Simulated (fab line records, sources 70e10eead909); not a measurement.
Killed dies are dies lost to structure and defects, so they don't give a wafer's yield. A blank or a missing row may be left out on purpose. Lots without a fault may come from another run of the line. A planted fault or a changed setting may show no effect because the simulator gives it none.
fab line records | flow nand_harc
record lots=13 wafers=39 last_day=33
route steps=1302 shown A_STAIRCASE@651
lots that met no fault: from a run of the same line without faults
start_h: hours from the record's first day to the start of the lot's first wafer shown | wait_h: hours since the lot's step before | " the same as in the row above | L1.1+2: a row that stands for several wafers | - no value, or no start given | * or withheld: withheld | < > ~ a bound
route shown NAME@n: a module of which the file shows steps, and the number in the route of the first | usual: mean/standard deviation of fault-free wafers | same: alike in all rows | chamber/n: place in a boat | sites: the reading at each site | _std_site: their standard deviation | _edge_site: outer sites' mean less inner sites' | radius_mm: how far each site lies from the wafer's centre | mask NAME#n: copy n | behind: the tool/chamber that last shaped the wafer | hold: why the lot was held/for how many hours/how that ended | device: the transistor (n, p or np) that didn't switch | end of line: the same wafers' tests at the end of the route | a step without rows: its recipe alone | killed: dies lost to structure and defects at the first sort, not the wafer's yield | map: a wafer's dies, x killed, . not, _ none there
set.NAME: the setting as run; set.NAME@STEP: as run at that earlier step | model.NAME: the simulator's own value behind a step, which no gauge read
steps of the route over a sample of lots; a table a step, a row a wafer
services: from which hour (start_h, from the record's first day; less than 0 if before it) a tool's chamber was out of use, for how many hours, and why
## steps
# step NHARC_A_STAIRCASE_ETCH_169
# recipe target_depth_a=500 time_s=107.1 ion_energy_ev=120 ch3f_flow_sccm=50 o2_flow_sccm=30 ar_flow_sccm=200 rf_w=500 bias_w=100 chemistry=CH3F/O2
# usual bias_w=100.0/0.32 drypump_motor_current_A=5.7/0.55 o2_flow_sccm=30.01/0.09 oes_product_au=0.955/0.019 rf_vpp_V=244.5/1.8 run_length_s=128.7/0.43 showerhead_plenum_p_Torr=2.47/0.11 throttle_valve_pct=20.662/0.0085
# same time_s=107.1
# columns lot.wafer tool chamber start_h wait_h bias_w drypump_motor_current_A o2_flow_sccm oes_product_au rf_hours_counter_h rf_vpp_V run_length_s showerhead_plenum_p_Torr throttle_valve_pct
L881.4 rie_diel-09 0 357.36 0.1 99.5 6.1 30.01 0.988 8 245.4 128.9 2.50 20.656
L881.3 " 1 " " 100.0 5.5 29.92 0.990 10 244.7 129.4 2.48 20.666
L881.5 " 2 " " 99.7 5.8 30.01 0.967 - 242.4 127.8 2.33 20.676
L882.3 rie_diel-05 1 368.58 0.1 100.1 5.3 29.91 0.952 42 247.0 129.1 2.55 20.661
L882.5 " 2 " " 100.3 4.7 29.94 0.954 - 244.4 129.0 2.45 20.659
L882.6 " 3 " " 100.1 6.3 30.03 0.956 - 246.0 128.5 2.59 20.655
L886.1 rie_diel-05 1 402.33 0.1 100.4 5.3 29.86 0.938 54 245.0 129.2 2.54 20.671
L886.5 " 1 " " 100.2 5.3 29.92 0.923 - 245.9 129.1 2.54 20.669
L886.6 " 2 " " 100.1 4.6 30.08 0.922 - 244.1 128.8 2.45 20.665
L892.1 rie_diel-01 2 471.45 0.1 100.2 6.4 29.98 0.938 36 246.5 129.0 2.65 20.663
L892.4 " 3 " " 100.1 6.1 30.05 0.935 29 241.3 128.3 2.29 20.671
L892.3 " 0 " " 100.6 4.8 29.94 0.949 19 247.2 129.1 2.65 20.655
L893.1 rie_diel-05 0 491.57 0.1 99.9 5.8 30.13 0.958 23 242.2 128.5 2.30 20.666
L893.4 " 1 " " 100.2 5.3 30.03 0.962 23 246.0 129.1 2.53 20.654
L893.2 " 2 " " 99.6 4.6 30.00 0.958 21 244.9 128.8 2.44 20.673
L895.2 rie_diel-09 0 495.30 0.1 100.4 6.1 30.02 0.966 62 245.5 128.0 2.48 20.668
L895.3 " 2 " " 100.5 5.8 30.07 0.962 43 242.5 127.7 2.32 20.657
L895.6 " 3 " " 100.8 5.5 29.91 0.950 - 242.4 128.1 2.44 20.660
L896.3 rie_diel-01 3 511.03 0.1 99.5 6.0 30.09 0.957 46 241.3 129.0 2.28 20.650
L896.1 " 0 " " 99.5 4.8 30.15 0.961 38 247.8 128.4 2.64 20.665
L896.5 " 1 " " 99.7 6.3 29.96 0.980 - 246.0 128.5 2.55 20.663
L897.3 rie_diel-05 0 529.33 0.1 100.4 5.9 29.99 0.971 35 242.2 128.8 2.30 20.670
L897.1 " 2 " " 99.9 4.7 30.02 0.946 33 244.6 128.9 2.43 20.658
L897.6 " 0 " " 100.2 5.9 30.09 0.971 - 240.2 128.5 2.30 20.666
L898.2 rie_diel-05 2 533.89 0.1 99.6 4.7 29.94 0.967 34 244.3 129.2 2.43 20.647
L898.3 " 3 " " 99.6 6.4 30.08 0.972 32 246.7 128.3 2.57 20.664
L898.1 " 0 " " 99.6 5.9 29.99 0.950 36 241.6 128.9 2.30 20.678
L899.4 rie_diel-05 1 537.90 0.1 99.4 5.3 29.96 0.961 38 244.2 129.0 2.53 20.667
L899.1 " 2 " " 99.6 4.7 29.94 0.955 35 244.2 129.0 2.43 20.661
L899.5 " 1 " " 99.4 5.3 30.00 0.961 - 245.1 128.9 2.53 20.668
L900.4 rie_diel-09 0 554.52 0.1 100.0 6.1 30.11 0.967 16 244.0 128.1 2.47 20.656
L900.1 " 2 " " 99.9 5.8 30.07 0.989 17 242.2 127.7 2.31 20.660
L900.6 " 3 " " 100.0 5.6 29.74 0.964 - 244.1 128.4 2.44 20.665
L902.3 rie_diel-09 0 563.20 0.1 100.2 6.1 30.03 0.953 18 244.9 128.5 2.47 20.647
L902.5 " 2 " " 99.6 5.7 30.13 0.962 - 242.5 128.0 2.31 20.656
L902.4 " 1 " " 100.0 5.5 29.91 0.968 - 245.7 129.2 2.45 20.661
L901.1 rie_diel-05 2 570.81 0.2 101.0 4.7 30.01 0.922 46 245.0 128.9 2.43 20.665
L901.3 " 0 " " 99.8 5.9 30.02 0.933 46 242.5 128.5 2.29 20.658
L901.5 " 2 " " 100.9 4.7 30.10 0.917 - 244.5 129.3 2.43 20.662
# step NHARC_A_STAIRCASE_TRIM_14
# recipe time_s=211.2 o2_flow_sccm=500 ar_flow_sccm=0 bias_w=0 chemistry=O2
# usual drypump_motor_current_A=5.7/0.56 o2_flow_sccm=500.1/1.5 oes_product_au=1.000/0.0074 rf_vpp_V=57.7/0.94 showerhead_plenum_p_Torr=3.56/0.17 throttle_valve_pct=17.036/0.0091
# same bias_w=0 time_s=211.2
# columns lot.wafer tool chamber start_h wait_h drypump_motor_current_A o2_flow_sccm oes_product_au rf_hours_counter_h rf_vpp_V showerhead_plenum_p_Torr throttle_valve_pct
L881.3 rie_diel-05 0 - - 5.8 502.4 0.997 42 58.0 3.33 17.042
L881.4 " 1 " " 5.4 502.1 1.004 39 57.4 3.66 17.035
L881.5 " 2 " " 4.7 500.4 0.996 - 57.6 3.52 17.027
L882.3 rie_diel-09 0 - - 6.1 498.8 0.998 12 57.0 3.58 17.040
L882.5 " 0 " " 6.1 499.7 0.997 - 57.0 3.58 17.014
L882.6 " 3 " " 5.6 503.1 0.987 - 58.3 3.53 17.045
L886.1 rie_diel-01 3 - - 6.1 499.6 0.998 6 56.3 3.30 17.022
L886.6 " 2 " " 6.4 499.5 0.999 - 58.2 3.80 17.024
L886.5 " 3 " " 6.1 499.8 0.992 - 57.0 3.30 17.038
L892.3 rie_diel-01 2 - - 6.4 499.7 1.003 36 57.5 3.79 17.024
L892.1 " 3 " " 6.0 500.1 1.007 30 57.9 3.29 17.031
L892.4 " 1 " " 6.3 502.6 1.001 23 58.0 3.66 17.037
L893.4 rie_diel-01 3 - - 6.0 499.2 0.988 41 58.2 3.29 17.041
L893.2 " 0 " " 4.8 500.3 1.002 33 58.7 3.79 17.039
L893.1 " 1 " " 6.3 500.0 1.010 27 57.4 3.66 17.020
L895.3 rie_diel-01 2 - - 6.4 497.9 1.004 48 58.9 3.78 17.041
L895.2 " 3 " " 6.0 497.7 0.993 41 56.7 3.29 17.027
L895.6 " 2 " " 6.4 500.0 0.997 - 57.5 3.78 17.039
L896.3 rie_diel-09 2 - - 5.8 500.1 1.015 1 57.9 3.34 17.057
L896.1 " 3 " " 5.5 501.5 0.999 1 56.1 3.51 17.035
L896.5 " 1 " " 5.5 499.9 1.001 - 56.8 3.53 17.029
L897.3 rie_diel-01 3 - - 6.1 497.8 0.999 54 56.6 3.28 17.028
L897.1 " 1 " " 6.3 499.7 1.008 37 56.7 3.65 17.036
L897.6 " 0 " " 4.9 500.2 0.998 - 59.3 3.78 17.044
L898.2 rie_diel-09 0 - - 6.1 502.6 0.998 11 57.9 3.55 17.033
L898.1 " 1 " " 5.5 498.4 0.997 7 58.0 3.52 17.037
L898.3 " 2 " " 5.8 502.0 1.002 12 57.3 3.33 17.042
L899.1 rie_diel-01 3 - - 6.0 498.9 0.997 57 56.9 3.28 17.040
L899.4 " 0 " " 4.9 500.9 1.001 49 58.6 3.78 17.041
L899.5 " 3 " " 6.0 499.1 0.996 - 56.5 3.28 17.011
L900.1 rie_diel-01 1 - - 6.3 499.8 0.998 49 59.9 3.65 17.047
L900.4 " 2 " " 6.4 499.0 0.996 68 58.9 3.77 17.037
L900.6 " 0 " " 4.8 500.0 0.989 - 58.1 3.78 17.034
L902.3 rie_diel-09 1 - - 5.5 499.6 1.015 16 58.0 3.52 17.042
L902.5 " 0 " " 6.1 497.8 0.995 - 57.2 3.54 17.041
L902.4 " 2 " " 5.8 503.0 0.995 - 57.1 3.33 17.040
L901.1 rie_diel-05 3 - - 6.4 498.5 0.995 47 58.0 3.68 17.033
L901.3 " 1 " " 5.3 497.5 0.996 49 59.4 3.62 17.047
L901.5 " 0 " " 5.8 500.8 0.997 - 56.2 3.30 17.039
# step NHARC_A_STAIRCASE_ETCH_15
# recipe target_depth_a=1000 time_s=40.5 ion_energy_ev=400 c4f8_flow_sccm=20 o2_flow_sccm=10 ar_flow_sccm=withheld rf_w=600 bias_w=1000 chemistry=C4F8/O2
# usual bias_w=999.9/2.9 oes_product_au=0.941/0.011 rf_vpp_V=897/6.4 run_length_s=62.1/0.4
# same time_s=40.5
# columns lot.wafer tool chamber start_h wait_h bias_w oes_product_au rf_hours_counter_h rf_vpp_V run_length_s
L881.4 rie_diel-05 0 - - 1002.3 0.953 42 887 61.9
L881.3 " 1 " " 1001.1 0.946 39 901 62.6
L881.5 " 3 " " 997.0 0.946 - 902 61.9
L882.3 rie_diel-09 3 - - 1004.5 0.942 12 897 62.2
L882.6 " 1 " " 997.9 0.940 - 897 62.9
L882.5 " 3 " " 1005.3 0.937 - 896 61.5
L886.1 rie_diel-01 1 - - 995.8 0.948 8 901 62.7
L886.5 " 2 " " 1001.0 0.947 - 905 62.4
L886.6 " 1 " " 997.1 0.941 - 902 62.3
L892.1 rie_diel-01 3 - - 998.1 0.948 30 888 61.8
L892.3 " 1 " " 999.8 0.943 23 901 62.0
L892.4 " 2 " " 999.2 0.952 37 906 62.2
L893.4 rie_diel-01 1 - - 996.1 0.935 27 901 62.3
L893.1 " 3 " " 998.2 0.940 41 886 61.7
L893.2 " 0 " " 995.3 0.934 33 904 61.8
L895.2 rie_diel-01 1 - - 1002.7 0.986 28 901 62.3
L895.3 " 2 " " 998.0 0.962 48 905 62.4
L895.6 " 1 " " 1001.9 0.974 - 901 62.0
L896.1 rie_diel-09 2 - - 1002.4 0.951 1 890 61.3
L896.3 " 3 " " 998.5 0.952 1 895 61.5
L896.5 " 1 " " 1001.1 0.948 - 895 62.4
L897.3 rie_diel-01 2 - - 995.4 0.961 59 905 62.4
L897.1 " 0 " " 1002.8 0.945 43 905 62.3
L897.6 " 3 " " 1002.7 0.947 - 887 61.9
L898.1 rie_diel-09 2 - - 995.4 0.946 12 888 61.3
L898.2 " 3 " " 1001.9 0.941 12 895 61.7
L898.3 " 0 " " 1002.1 0.941 11 897 61.4
L899.4 rie_diel-01 3 - - 1004.3 0.935 57 886 62.1
L899.1 " 1 " " 997.9 0.936 42 901 62.0
L899.5 " 3 " " 999.4 0.943 - 886 62.1
L900.1 rie_diel-01 0 - - 998.3 0.940 55 905 61.7
L900.4 " 2 " " 1001.6 0.951 68 905 62.2
L900.6 " 3 " " 996.6 0.945 - 886 62.4
L902.3 rie_diel-09 0 - - 1003.3 0.928 20 895 61.5
L902.4 " 1 " " 1000.5 0.937 - 895 62.4
L902.5 " 2 " " 1001.8 0.945 - 891 61.4
L901.1 rie_diel-05 2 - - 995.6 0.924 48 893 62.5
L901.3 " 0 " " 997.8 0.935 48 886 62.1
L901.5 " 1 " " 999.5 0.929 - 899 62.6
# step NHARC_A_STAIRCASE_ETCH_25
# recipe target_depth_a=1000 time_s=40.5 ion_energy_ev=400 c4f8_flow_sccm=20 o2_flow_sccm=10 ar_flow_sccm=withheld rf_w=600 bias_w=1000 chemistry=C4F8/O2
# usual bias_w=1000/3.1 oes_product_au=0.943/0.0083 rf_vpp_V=896/6.6 run_length_s=62.1/0.4
# columns lot.wafer tool chamber start_h wait_h bias_w oes_product_au rf_hours_counter_h rf_vpp_V run_length_s
L881.3 rie_diel-01 3 361.21 - 1000 0.941 55 890 61.8
L881.4 " 1 " " 994 0.930 49 901 62.3
L881.5 " 0 " " 1008 0.945 - 887 61.9
L882.3 rie_diel-09 1 372.41 - 1002 0.945 16 896 62.1
L882.5 " 3 " " 1000 0.942 - 897 61.9
L882.6 " 0 " " 1006 0.947 - 897 61.6
L886.1 rie_diel-01 1 406.27 - - 0.929 8 899 50.2
L886.6 " 3 " " - 0.929 - 888 49.8
L886.5 " 1 " " 999 0.939 - 901 62.3
L892.3 rie_diel-01 0 475.06 - 995 0.952 21 904 62.4
L892.1 " 1 " " 999 0.944 23 900 61.9
L892.4 " 2 " " 996 0.965 37 905 62.7
L893.1 rie_diel-05 1 495.67 - 1003 0.952 24 898 63.0
L893.4 " 2 " " 1001 0.935 22 895 62.5
L893.2 " 0 " " 1004 0.940 23 888 61.8
L895.2 rie_diel-01 2 498.82 - 1003 0.951 48 905 62.2
L895.3 " 0 " " 1002 0.966 34 906 62.1
L895.6 " 2 " " 1000 0.942 - 905 62.5
L896.3 rie_diel-09 1 516.08 - 1002 0.946 2 896 62.1
L896.1 " 2 " " 1004 0.952 3 888 61.4
L896.5 " 1 " " 1001 0.941 - 895 62.8
L897.1 rie_diel-01 3 535.78 - 997 0.948 56 886 61.8
L897.3 " 2 " " 1001 0.950 61 905 62.9
L897.6 " 0 " " 1004 0.949 - 905 62.1
L898.3 rie_diel-05 0 537.27 - 995 0.936 36 888 62.2
L898.2 " 1 " " 1001 0.928 38 898 62.6
L898.1 " 3 " " 993 0.953 33 902 62.1
L899.4 rie_diel-01 2 541.44 - 997 0.946 63 906 62.4
L899.1 " 1 " " 998 0.935 43 901 62.3
L899.5 " 3 " " 998 0.943 - 888 62.2
L900.1 rie_diel-05 3 558.02 - 1004 0.953 38 902 61.9
L900.4 " 1 " " 997 0.947 42 899 62.5
L900.6 " 3 " " 999 0.952 - 902 61.6
L902.4 rie_diel-05 0 567.08 - 999 0.938 44 888 62.4
L902.3 " 2 " " 997 0.942 42 894 62.3
L902.5 " 0 " " 998 0.940 - 888 61.8
L901.3 rie_diel-05 0 575.88 - 997 0.941 49 887 61.9
L901.1 " 1 " " 998 0.945 50 899 62.3
L901.5 " 0 " " 997 0.935 - 887 61.9
## services
# columns tool chamber start_h hours kind
rie_diel-01 0 336.09 - clean
rie_diel-01 1 336.09 - clean
rie_diel-01 2 336.09 - clean
rie_diel-01 3 336.09 - clean
rie_diel-01 2 354.91 5.2 repair
rie_diel-09 2 358.23 47.1 repair
rie_diel-01 0 360.74 - clean
rie_diel-01 1 360.74 - clean
rie_diel-01 2 360.74 - clean
rie_diel-01 3 360.74 - clean
rie_diel-01 - 380.80 9.0 pm
rie_diel-01 0 380.80 9.0 vent_cycle
rie_diel-01 1 380.80 9.0 vent_cycle
rie_diel-01 2 380.80 9.0 vent_cycle
rie_diel-01 3 380.80 9.0 vent_cycle
rie_diel-09 - 386.94 0.4 repair
rie_diel-09 0 399.13 5.0 repair
rie_diel-05 - 409.71 9.0 pm
rie_diel-09 3 448.75 12.9 repair
rie_diel-01 1 476.34 10.3 repair
rie_diel-09 - 497.19 9.0 pm
rie_diel-01 - 557.80 9.0 pm
rie_diel-09 3 560.62 8.5 repair
rie_diel-09 1 566.46 6.7 repair
## key
first_sign step=NHARC_A_STAIRCASE_ETCH_25 reading=run_length_s direction=down sigmas=31 usual=* struck=*
effect none on later readings
met_at NHARC_A_STAIRCASE_ETCH_25
struck_lots L886
struck_wafers L886.1,L886.6
later_rows_left_out L886.1,L886.6
sort_left_out L886.1,L886.6
tester_left_out L886
not_acting_at NHARC_A_STAIRCASE_ETCH_169,NHARC_A_STAIRCASE_TRIM_14,NHARC_A_STAIRCASE_ETCH_15
onset_between 361.21 406.27
fault kind=process_parameter_drift tool=rie_diel-01 chamber=- onset_h=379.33 steps=NHARC_A_STAIRCASE_ETCH_25 channel=time_s offset=* shape=step end_h=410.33 scope=struck_wafers_only acts_in=* stated=*
# tester_left_out: of these lots the tester's yield and bins aren't shown, on N5 and GAA mostly nor the transistor test; their killed dies are dies lost to structure and defects alone, not to doping, threshold or leakage, so they don't give the yield
# sort_left_out: the simulated sort isn't trusted on such a fault, so these wafers' sort isn't shown, and their yield isn't known
# later_rows_left_out: the simulator's readings of these wafers behind a module that went badly wrong aren't trusted and aren't shown, but for the sort
